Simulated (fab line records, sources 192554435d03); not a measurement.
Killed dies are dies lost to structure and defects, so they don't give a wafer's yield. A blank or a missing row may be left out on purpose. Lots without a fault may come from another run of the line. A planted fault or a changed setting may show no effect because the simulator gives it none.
Chamber matching | flow n5_finfet | N5_BEOL_M1_ETCHBACK_99 on rie_diel-02: 4 sister chambers
The step etches SiO2 in CHF3, target depth 5 nm, time 10.4 s. 16 wafers are shown with their chamber, then 8 later ones without.

WAFERS WITH THEIR CHAMBER
wafer  | chamber | showerhead_plenum_p_Torr (Torr) | oes_product_au (a.u.) | throttle_valve_pct (%)
L077.2 | 3       | 2.04                            | 0.74                  | 17.34
L077.4 | 2       | 2.18                            | 0.78                  | 17.32
L077.5 | 2       | 2.17                            | 0.76                  | 17.33
L081.3 | 3       | 2.03                            | 0.74                  | 17.34
L081.5 | 2       | 2.17                            | 0.77                  | 17.33
L081.6 | 1       | 2.14                            | 0.67                  | 17.28
L085.2 | 3       | 2.03                            | 0.74                  | 17.36
L085.3 | 1       | 2.14                            | 0.66                  | 17.28
L085.5 | 2       | 2.17                            | 0.76                  | 17.35
L088.2 | 2       | 2.17                            | 0.76                  | 17.35
L088.4 | 2       | 2.17                            | 0.76                  | 17.36
L088.5 | 0       | 2.20                            | 0.95                  | 16.76
L089.4 | 2       | 2.17                            | 0.77                  | 17.37
L089.5 | 0       | 2.20                            | 0.95                  | 16.76
L089.6 | 3       | 2.03                            | 0.73                  | 17.40
L091.3 | 2       | 2.16                            | 0.75                  | 17.37

SIGNATURES (means of the wafers above)
reading                  | chamber 0 | chamber 1 | chamber 2 | chamber 3 | scatter within a chamber
showerhead_plenum_p_Torr | 2.2000    | 2.1400    | 2.1700    | 2.0325    | 0.00479
oes_product_au           | 0.9500    | 0.6650    | 0.7638    | 0.7375    | 0.00771
throttle_valve_pct       | 16.7600   | 17.2800   | 17.3475   | 17.3600   | 0.0203
Rule: a wafer's distance from a chamber is the root of the sum, over the readings, of the square of ((its reading less the chamber's mean) divided by the reading's scatter). The wafer belongs to the nearest chamber; if the next one is less than 2 further off, it can't be placed. The scatter: the root of (the sum of the squares of (reading less its chamber's mean) over the shown wafers, divided by (wafers less chambers)).

WAFERS WITHOUT THEIR CHAMBER
wafer  | showerhead_plenum_p_Torr (Torr) | oes_product_au (a.u.) | throttle_valve_pct (%)
L091.5 | 2.16                            | 0.75                  | 17.38
L091.6 | 2.14                            | 0.97                  | 16.86
L093.2 | 2.03                            | 0.72                  | 17.38
L093.3 | 2.19                            | 0.93                  | 16.78
L093.5 | 2.16                            | 0.75                  | 17.37
L095.1 | 2.02                            | 0.72                  | 17.41
L095.4 | 2.19                            | 0.91                  | 16.79
L095.5 | 2.16                            | 0.74                  | 17.39

WHICH CHAMBER EACH WENT THROUGH
wafer  | from the rows above | in truth
L091.5 | 2                   | 2
L091.6 | 0                   | 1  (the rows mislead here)
L093.2 | 3                   | 3
L093.3 | 0                   | 0
L093.5 | 2                   | 2
L095.1 | 3                   | 3
L095.4 | 0                   | 0
L095.5 | 2                   | 2
Placed correctly: 7 of 8. Can't be placed from these rows: 0. Placed wrongly: 1.
